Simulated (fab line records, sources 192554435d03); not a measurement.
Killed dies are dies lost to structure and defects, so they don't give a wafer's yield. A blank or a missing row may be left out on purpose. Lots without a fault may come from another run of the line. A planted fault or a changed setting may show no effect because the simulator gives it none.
fab line records | flow n5_finfet
record lots=10 wafers=29 last_day=17
route steps=1938 shown SD_EPI_N@278 SD_EPI_P@303 BEOL_M4@1111
lots that met no fault: from a run of the same line without faults
start_h: hours from the record's first day to the start of the lot's first wafer shown | wait_h: hours since the lot's step before | " the same as in the row above | L1.1+2: a row that stands for several wafers | - no value, or no start given | * or withheld: withheld | < > ~ a bound
route shown NAME@n: a module of which the file shows steps, and the number in the route of the first | usual: mean/standard deviation of fault-free wafers | same: alike in all rows | chamber/n: place in a boat | sites: the reading at each site | _std_site: their standard deviation | _edge_site: outer sites' mean less inner sites' | radius_mm: how far each site lies from the wafer's centre | mask NAME#n: copy n | behind: the tool/chamber that last shaped the wafer | hold: why the lot was held/for how many hours/how that ended | device: the transistor (n, p or np) that didn't switch | end of line: the same wafers' tests at the end of the route | a step without rows: its recipe alone | killed: dies lost to structure and defects at the first sort, not the wafer's yield | map: a wafer's dies, x killed, . not, _ none there
set.NAME: the setting as run; set.NAME@STEP: as run at that earlier step | model.NAME: the simulator's own value behind a step, which no gauge read
steps of the route over a sample of lots; a table a step, a row a wafer
services: from which hour (start_h, from the record's first day; less than 0 if before it) a tool's chamber was out of use, for how many hours, and why
## steps
# step N5_SD_EPI_N_ETCH_45
# recipe chemistry=CH3F/O2 target=SiOCN target_depth_a=60 mask_material=SOC ion_energy_ev=60 bias_w=29 pressure_mtorr=15 source_w=410 Ar_flow_sccm=150 CH3F_flow_sccm=30 O2_flow_sccm=20
# usual drypump_motor_current_A=5.7/0.37 oes_product_au=0.75/0.059 rf_vpp_V=127.5/0.94 showerhead_plenum_p_Torr=2.01/0.057 throttle_valve_pct=23.36/0.28
# columns lot.wafer tool chamber start_h wait_h drypump_motor_current_A oes_product_au rf_hours_counter_h rf_vpp_V showerhead_plenum_p_Torr throttle_valve_pct
L449.3 rie_diel-05 3 55.34 0.1 6.5 0.69 207 127.9 1.91 23.43
L449.5 " 1 " " 5.6 0.77 - 127.3 2.07 23.23
L449.6 " 0 " " 5.4 0.80 - 128.4 2.07 23.63
L450.2 rie_diel-03 3 62.11 0.1 5.7 0.84 76 127.6 1.92 22.71
L450.5 " 0 " " 5.8 0.78 - 127.0 2.09 23.11
L450.6 " 1 " " 5.7 0.91 - 127.7 2.02 23.03
L452.3 rie_diel-01 3 74.51 0.1 5.6 0.74 175 126.5 2.00 23.59
L452.4 " 3 " " 5.6 0.73 - 126.5 2.00 23.59
L452.6 " 2 " " 5.7 0.73 - 127.7 1.96 23.61
L457.3 rie_diel-01 1 102.76 0.1 5.8 0.73 173 127.0 1.98 22.94
L457.4 " 0 " " 5.9 0.66 242 127.4 1.97 23.50
L457.5 " 1 " " 5.8 0.74 - 126.3 1.99 22.95
L458.2 rie_diel-05 0 110.40 0.1 5.4 0.78 162 127.7 2.07 23.67
L458.4 " 2 " " 5.2 0.72 194 128.5 2.06 23.61
L458.6 " 3 " " 6.5 0.69 - 126.1 1.91 23.47
L461.1 rie_diel-01 2 128.42 0.1 5.7 0.70 230 128.1 1.95 23.66
L461.5 " 3 " " 5.6 0.70 - 128.4 1.99 23.63
L461.6 " 1 " " 5.8 0.72 - 126.3 1.98 22.97
L466.2 rie_diel-05 3 156.75 0.1 6.5 0.67 247 128.1 1.90 23.50
L466.3 " 0 " " 5.4 0.76 180 128.8 2.06 23.70
L466.4 " 3 " " 6.5 0.67 - 127.2 1.90 23.48
L467.1 rie_diel-01 0 164.92 0.1 5.9 0.93 9 128.6 1.96 23.26
L467.3 " 2 " " 5.7 0.69 244 125.4 1.95 23.67
L468.1 rie_diel-01 1 168.31 0.1 5.8 0.71 200 127.1 1.98 22.99
L468.5 " 1 " " 5.8 0.70 - 127.1 1.98 22.97
L468.6 " 2 " " 5.7 0.69 - 128.5 1.95 23.68
L470.1 rie_diel-05 0 182.43 0.1 5.4 0.76 184 127.8 2.06 23.71
L470.3 " 1 " " 5.6 0.74 187 127.9 2.05 23.28
L470.4 " 0 " " 5.4 0.76 - 128.4 2.06 23.70
# step N5_SD_EPI_N_VAPOR_ETCH_50
# recipe chemistry=HCl target=Si temp_c=775 time_s=54 pressure_torr=20 mode=isotropic
# usual throttle_valve_pct=11.69/0.29
# columns lot.wafer tool chamber start_h wait_h throttle_valve_pct
L449.3 epi_rpcvd-02 0 56.38 0.2 11.80
L449.5 " 0 " " 11.68
L449.6 " 0 " " 11.62
L450.2 epi_rpcvd-01 0 63.24 0.4 11.16
L450.5 " 0 " " 11.47
L450.6 " 0 " " 11.09
L452.3 epi_rpcvd-01 0 75.87 0.3 11.20
L452.4 " 0 " " 11.21
L452.6 " 0 " " 11.46
L457.3 epi_rpcvd-04 0 103.80 0.2 12.12
L457.4 " 0 " " 12.03
L457.5 " 0 " " 12.02
L458.2 epi_rpcvd-01 0 111.41 0.3 11.29
L458.4 " 0 " " 11.11
L458.6 " 0 " " 11.32
L461.1 epi_rpcvd-04 0 129.40 0.3 11.75
L461.5 " 0 " " 11.81
L461.6 " 0 " " 11.91
L466.2 epi_rpcvd-04 0 158.06 0.5 12.05
L466.3 " 0 " " 11.95
L466.4 " 0 " " 11.86
L467.1 epi_rpcvd-04 0 165.95 0.3 11.70
L467.3 " 0 " " 11.82
L468.1 epi_rpcvd-01 0 169.41 0.4 11.33
L468.5 " 0 " " 11.40
L468.6 " 0 " " 11.23
L470.1 epi_rpcvd-02 0 183.41 0.3 11.56
L470.3 " 0 " " 11.89
L470.4 " 0 " " 11.94
# step N5_SD_EPI_N_EPI_21
# recipe material=Si:P dopant=P temp_c=680 pressure_torr=255 time_s=690
# usual epi_growth_time_s=690/0 susceptor_temp_C_max=681.4/0.47
# columns lot.wafer tool chamber start_h wait_h epi_growth_time_s susceptor_temp_C_max
L449.3 epi_rpcvd-02 0 57.06 0.7 690 681.7
L449.5 " 0 " " 690 681.5
L449.6 " 0 " " 690 681.4
L450.2 epi_rpcvd-01 0 63.82 0.5 690 681.3
L450.5 " 0 64.94 1.5 690 681.1
L450.6 " 0 " " 690 681.0
L452.3 epi_rpcvd-01 0 76.77 0.9 690 680.8
L452.4 " 0 " " 690 680.8
L452.6 " 0 " " 690 680.8
L457.3 epi_rpcvd-04 0 104.48 0.7 690 681.0
L457.4 " 0 " " 690 680.4
L457.5 " 0 " " 690 681.1
L458.2 epi_rpcvd-01 0 111.84 0.4 690 680.8
L458.4 " 0 " " 690 680.8
L458.6 " 0 " " 690 680.5
L461.1 epi_rpcvd-04 0 129.58 0.1 690 681.8
L461.5 " 0 130.70 1.1 690 681.3
L461.6 " 0 " " 690 681.5
L466.2 epi_rpcvd-04 0 158.82 0.7 690 681.3
L466.3 " 0 " " 666.17 681.1
L466.4 " 0 " " 690 681.4
L467.1 epi_rpcvd-04 0 166.13 0.1 666.17 681.0
L467.3 " 0 " " 666.17 681.3
L468.1 epi_rpcvd-01 0 169.65 0.2 690 680.7
L468.5 " 0 171.14 1.5 690 680.7
L468.6 " 0 " " 690 680.8
L470.1 epi_rpcvd-02 0 183.59 0.1 690 681.5
L470.3 " 0 " " 690 681.0
L470.4 " 0 " " 690 681.1
# step N5_SD_EPI_P_CD_MEAS_09
# recipe target_cd_nm=240 landing_energy_ev=500 detector=se_inlens
# usual cd_nm=240.1/0.86
# columns lot.wafer tool chamber start_h wait_h cd_nm
L449.3 cd_sem-03 0 59.20 - 240.2
L449.5 " 0 " " 239.2
L449.6 " 0 " " 240.0
L450.2 cd_sem-03 0 67.01 - 238.5
L450.5 " 0 " " 239.5
L450.6 " 0 " " 239.5
L452.3 cd_sem-01 0 79.14 - 240.5
L452.4 " 0 " " 241.0
L452.6 " 0 " " 241.2
L457.3 cd_sem-01 0 106.59 - 239.9
L457.4 " 0 " " 239.0
L457.5 " 0 " " 239.4
L458.2 cd_sem-03 0 114.23 - 240.4
L458.4 " 0 " " 239.2
L458.6 " 0 " " 239.1
L461.1 cd_sem-03 0 132.13 - 238.8
L461.5 " 0 " " 239.2
L461.6 " 0 " " 239.2
L466.2 cd_sem-02 0 162.35 - 239.3
L466.3 " 0 " " 239.4
L466.4 " 0 " " 239.5
L467.1 cd_sem-03 0 168.80 - 241.1
L467.3 " 0 " " 242.5
L468.1 cd_sem-02 0 174.12 - 242.1
L468.5 " 0 " " 241.3
L468.6 " 0 " " 240.8
L470.1 cd_sem-01 0 186.34 - 239.7
L470.3 " 0 " " 237.9
L470.4 " 0 " " 239.0
# step N5_BEOL_M4_RC_MEAS_101
# usual DIBL_N=36.9/1.6 DIBL_P=37.1/2 IOFF_N=0.17/0.032 IOFF_P=0.22/0.036 ION_N=674/12 ION_P=463/7.8 SS_N=71.7/0.63 SS_P=73.5/0.62 VT_N=249/3.3 VT_P=-250/3.5
# columns lot.wafer tool chamber start_h wait_h DIBL_N[mV/V] DIBL_P[mV/V] IOFF_N[nA/um] IOFF_P[nA/um] ION_N[uA/um] ION_P[uA/um] SS_N[mV/dec] SS_P[mV/dec] VT_N[mV] VT_P[mV]
L450.2 prober-01 0 185.03 0.2 37.0 37.2 0.15 0.19 652 448 70.9 74.1 251 -257
L450.5 " 0 " " 37.6 38.0 0.16 0.21 668 462 71.8 74.3 252 -253
L450.6 " 0 " " 38.1 38.1 0.16 0.20 663 453 71.5 73.8 252 -253
L449.3 prober-02 0 188.90 0.3 36.8 37.8 0.15 0.27 664 466 71.3 73.3 252 -245
L449.5 " 0 " " 36.7 36.2 0.15 0.24 649 462 71.9 73.0 251 -247
L449.6 " 0 " " 37.8 37.1 0.17 0.25 666 466 71.1 73.1 249 -244
L452.3 prober-01 0 206.15 0.3 34.7 36.2 0.13 0.19 656 462 70.8 73.8 253 -251
L452.4 " 0 " " 38.3 39.0 0.18 0.22 672 457 72.0 74.0 249 -251
L452.6 " 0 " " 35.0 35.9 0.14 0.18 665 463 70.9 73.2 251 -252
L457.3 prober-02 0 229.44 0.6 35.0 35.4 0.15 0.18 660 451 71.0 73.3 252 -253
L457.4 " 0 " " 35.6 38.5 0.16 0.23 687 467 70.9 73.9 250 -251
L457.5 " 0 " " 38.5 39.7 0.21 0.26 678 465 71.1 74.3 249 -250
L458.2 prober-01 0 238.07 0.2 40.8 38.5 0.25 0.22 689 457 72.4 73.9 242 -253
L458.4 " 0 " " 38.9 37.9 0.20 0.21 679 457 71.8 74.1 245 -253
L458.6 " 0 " " 39.1 39.2 0.22 0.23 700 467 71.7 74.0 244 -252
L461.1 prober-01 0 241.76 0.0 37.2 38.2 0.17 0.24 681 473 71.6 73.7 248 -249
L461.5 " 0 " " 36.7 37.3 0.16 0.22 685 474 71.9 72.7 249 -252
L461.6 " 0 " " 38.8 38.7 0.20 0.25 680 455 72.4 73.4 246 -249
L466.2 prober-01 0 280.19 0.2 36.1 35.9 0.16 0.25 672 468 71.8 73.7 247 -246
L466.3 " 0 " " 39.8 38.9 0.24 0.30 696 479 72.4 74.4 243 -243
L466.4 " 0 " " 37.8 37.5 0.20 0.28 695 473 71.5 73.8 245 -244
L467.1 prober-01 0 280.97 0.1 36.1 33.3 0.14 0.20 667 458 70.9 72.6 251 -249
L467.3 " 0 " " 36.8 34.9 0.15 0.21 691 471 71.0 73.9 250 -248
L468.1 prober-02 0 298.40 0.0 38.9 36.3 0.19 0.25 672 465 73.1 74.1 250 -247
L468.5 " 0 " " 36.9 34.8 0.15 0.23 674 463 71.7 74.1 251 -249
L468.6 " 0 " " 35.1 33.3 0.13 0.20 666 462 71.1 73.0 253 -250
L470.1 prober-01 0 302.13 0.0 36.7 34.9 0.18 0.25 682 472 71.2 73.7 246 -246
L470.3 " 0 " " 35.1 32.2 0.14 0.20 667 464 71.7 72.9 253 -249
L470.4 " 0 " " 38.2 36.6 0.19 0.27 673 466 72.0 73.8 248 -245
## services
# columns tool chamber start_h hours kind
rie_diel-05 0 36.82 12.6 repair
rie_diel-01 - 64.71 1.3 repair
rie_diel-03 - 93.58 15.6 pm
rie_diel-01 0 120.89 - clean
rie_diel-01 0 120.89 - consumable_replace:focus_ring
rie_diel-01 0 120.89 14.7 scheduled_down
rie_diel-01 0 120.89 14.7 vent_cycle
rie_diel-03 - 128.92 2.1 repair
rie_diel-05 2 141.89 14.4 repair
rie_diel-05 0 157.23 1.9 repair
rie_diel-03 1 159.93 2.5 repair
rie_diel-05 - 161.75 14.6 pm
rie_diel-03 - 170.76 0.3 repair
rie_diel-01 2 175.18 - clean
rie_diel-01 2 175.18 - consumable_replace:focus_ring
rie_diel-01 2 175.18 38.4 scheduled_down
rie_diel-01 2 175.18 38.4 vent_cycle
rie_diel-01 - 179.88 15.6 pm
rie_diel-05 3 180.98 - clean
rie_diel-05 3 180.98 - consumable_replace:focus_ring
rie_diel-05 3 180.98 - consumable_replace:showerhead
rie_diel-05 3 180.98 20.5 scheduled_down
rie_diel-05 3 180.98 20.5 vent_cycle
## key
first_sign step=N5_SD_EPI_N_EPI_21 reading=epi_growth_time_s direction=down sigmas=99+ usual=* struck=*
effect none on later readings
met_at N5_SD_EPI_N_EPI_21
struck_lots L466,L467
struck_wafers L466.3,L467.1,L467.3
not_acting_at N5_SD_EPI_N_ETCH_45,N5_SD_EPI_N_VAPOR_ETCH_50,N5_SD_EPI_P_CD_MEAS_09
onset_between 129.58 158.82
fault kind=process_parameter_drift tool=epi_rpcvd-04 chamber=- onset_h=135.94 steps=N5_SD_EPI_N_EPI_21 channel=epi_growth_time_s offset=* shape=step end_h=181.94 scope=struck_wafers_only acts_in=* stated=*
